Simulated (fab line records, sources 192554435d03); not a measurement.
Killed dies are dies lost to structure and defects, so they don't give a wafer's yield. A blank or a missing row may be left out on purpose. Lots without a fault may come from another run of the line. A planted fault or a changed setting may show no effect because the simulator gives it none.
A struck lot beside a sound one | flow n5_finfet | 27 steps out of a route of 1938
Sound: wafers L379.2, L379.3, L379.6. Struck: wafers L392.2, L392.3, L392.5. The cause comes at the end.
At each step with rows: each side's tool, then ch and its chambers, then its first start. Under that, the readings that differ: sound wafers | struck wafers | difference of the means | sigmas: that difference in standard deviations of wafers without a fault.
alike: readings whose means differ by less than 2 such deviations, and words and numbers that are the same on both sides. not compared: withheld readings, readings that some wafer has no value for, bounds like >300 that may hide the same value, and numbers for which the record gives no deviation and whose values overlap.
The two part at a step that has a row with sigmas, a row that says differs or no value, or rows on one side only. Numbers that don't overlap but have no deviation are shown without sigmas and don't part them. A reading that every wafer of one side lacks parts them only if that side has two wafers or more.

first, 10 steps without rows for these wafers: N5_BEOL_M1_DESCUM_16 (chemistry O2, time 7 s); N5_BEOL_M1_ETCH_74 (etches underlayer in N2/H2, target depth 6.5 nm, time 5.2 s); N5_BEOL_M1_ETCH_63 (etches SiARC in CF4, target depth 15.6 nm, time 26 s); N5_BEOL_M1_ETCH_64 (etches SOC in N2/H2, target depth 75 nm, overetch 15 nm, time 112.5 s); N5_BEOL_M1_STRIP_65 (strips in N2/H2); N5_BEOL_M1_STRIP_75 (strips in N2/H2); N5_BEOL_M1_STRIP_66 (strips in CF4); N5_BEOL_M1_HM_OPEN_17 (chemistry Cl2/BCl3, target TiN, target depth 20 nm, overetch 6 nm); N5_BEOL_M1_STRIP_19 (strips in O2); N5_BEOL_M1_COAT_67 (time 60 s, resist thk 60 nm).
N5_BEOL_M1_COAT_68: time 60 s, resist thk 12 nm.
  sound on litho_track-05 ch 0, day 8 15:47; struck on litho_track-05 ch 0, day 11 22:56
  reading                                    | sound                | struck               | difference | sigmas
  spin_speed_rpm (rpm)                       | 1498.5 1499.8 1500.4 | 1386.9 1387.0 1386.4 | -112.8     | -99 or more
  model.SiARC_of_BEOL_M1_COAT_68.thk_nm (nm) | 12 12 12             | 12.4 12.6 12.4       | +0.5       |
  alike: chill_plate_temp_C, dispense_pressure_kPa
then, 9 steps without rows for these wafers: N5_BEOL_M1_COAT_76 (time 60 s, resist thk 5 nm); N5_BEOL_M1_COAT_22 (resist thk 30 nm); N5_BEOL_M1_EBR_24; N5_BEOL_M1_SOFTBAKE_23 (time 60 s); N5_BEOL_M1_EXPOSE_25 (exposes mask V0, defocus 5 nm, target cd 24 nm); N5_BEOL_M1_PEB_26 (peb time 60 s); N5_BEOL_M1_DEVELOP_27 (develop time 30 s); N5_BEOL_M1_DESCUM_33 (chemistry O2, time 7 s); N5_BEOL_M1_ETCH_77 (etches underlayer in N2/H2, target depth 6.5 nm, time 5.2 s).
N5_BEOL_M1_ETCH_69: etches SiARC in CF4, target depth 15.6 nm, time 26 s.
  sound on rie_diel-02 ch 0,1,3, day 8 16:23; struck on rie_diel-02 ch 1,2, day 11 23:31
  reading                                      | sound             | struck            | difference | sigmas
  model.etch.depth_nm (nm)                     | 12.01 12.06 12.07 | 12.47 12.52 12.45 | +0.43      |
  model.CAR-EUV_of_BEOL_M1_COAT_22.thk_nm (nm) | 11.2 11.2 11.2    | 10.8 10.6 10.8    | -0.5       |
  alike: drypump_motor_current_A, etch_rf_on_time_s, oes_product_au, rf_vpp_V, showerhead_plenum_p_Torr, throttle_valve_pct
  not compared: rf_hours_counter_h
then, 1 step without rows for these wafers: N5_BEOL_M1_ALD_98 (deposits SiO2, target thk 2.5 nm, pulse time 1 s, co reactant pulse time 1 s).
N5_BEOL_M1_ETCHBACK_99: etches SiO2 in CHF3, target depth 5 nm, time 10.4 s.
  sound on rie_diel-05 ch 0,1,2, day 8 23:56; struck on rie_diel-06 ch 0,2,3, day 12 18:55
  reading                                      | sound          | struck   | difference | sigmas
  model.CAR-EUV_of_BEOL_M1_COAT_22.thk_nm (nm) | 10.4 10.4 10.4 | 10 10 10 | +0         |
  alike: CHF3_flow_sccm, drypump_motor_current_A, oes_product_au, rf_vpp_V, showerhead_plenum_p_Torr, throttle_valve_pct
  not compared: rf_hours_counter_h
N5_BEOL_M1_ETCH_70: etches SOC in N2/H2, target depth 80 nm, overetch 16 nm, time 120 s.
  sound on rie_diel-05 ch 0,1,2, day 8 23:58; struck on rie_diel-06 ch 0,2,3, day 12 18:57
  reading                                    | sound       | struck    | difference | sigmas
  model.SiARC_of_BEOL_M1_COAT_68.thk_nm (nm) | 6.4 6.4 6.4 | 6.8 7 6.8 | +0.5       |
  alike: drypump_motor_current_A, oes_product_au, rf_vpp_V, showerhead_plenum_p_Torr, throttle_valve_pct
  not compared: rf_hours_counter_h
then, 1 step without rows for these wafers: N5_BEOL_M1_STRIP_71 (strips in N2/H2).
N5_BEOL_M4_RC_MEAS_101:
  sound on prober-02 ch 0, day 11 14:32; struck on prober-01 ch 0, day 14 08:38
  alike: DIBL_N, DIBL_P, IOFF_N, IOFF_P, ION_N, ION_P, SS_N, SS_P, VT_N, VT_P
-- the record jumps here: 5 days lie between the struck wafers' starts before and after (it left off in module BEOL_M4 and takes up again in module PASSIVATION, whose first step shown is number 1936 of the route) --
N5_PASSIVATION_PROBE_49:
  sound on prober-02, day 15 22:18; struck on prober-02, day 19 05:35
  alike: defect_limited_yield, killed_at_M0_to_M3, killed_at_M4_up, killed_at_contacts, killed_at_front_end, killed_at_other, killed_dies, killed_open, killed_short, sort_bin_5_function, sort_bin_6_memory, sort_n_pass, sort_yield_pct

WHERE THEY PART
Only at N5_BEOL_M1_COAT_68, within this record. Later steps at which nothing parts them and some readings are alike: N5_BEOL_M1_ETCH_69, N5_BEOL_M1_ETCHBACK_99, N5_BEOL_M1_ETCH_70, N5_BEOL_M4_RC_MEAS_101, N5_PASSIVATION_PROBE_49.

WHY: what the simulator had put in
Process parameter drift: litho_track-05, from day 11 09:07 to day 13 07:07, at N5_BEOL_M1_COAT_68. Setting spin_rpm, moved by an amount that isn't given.
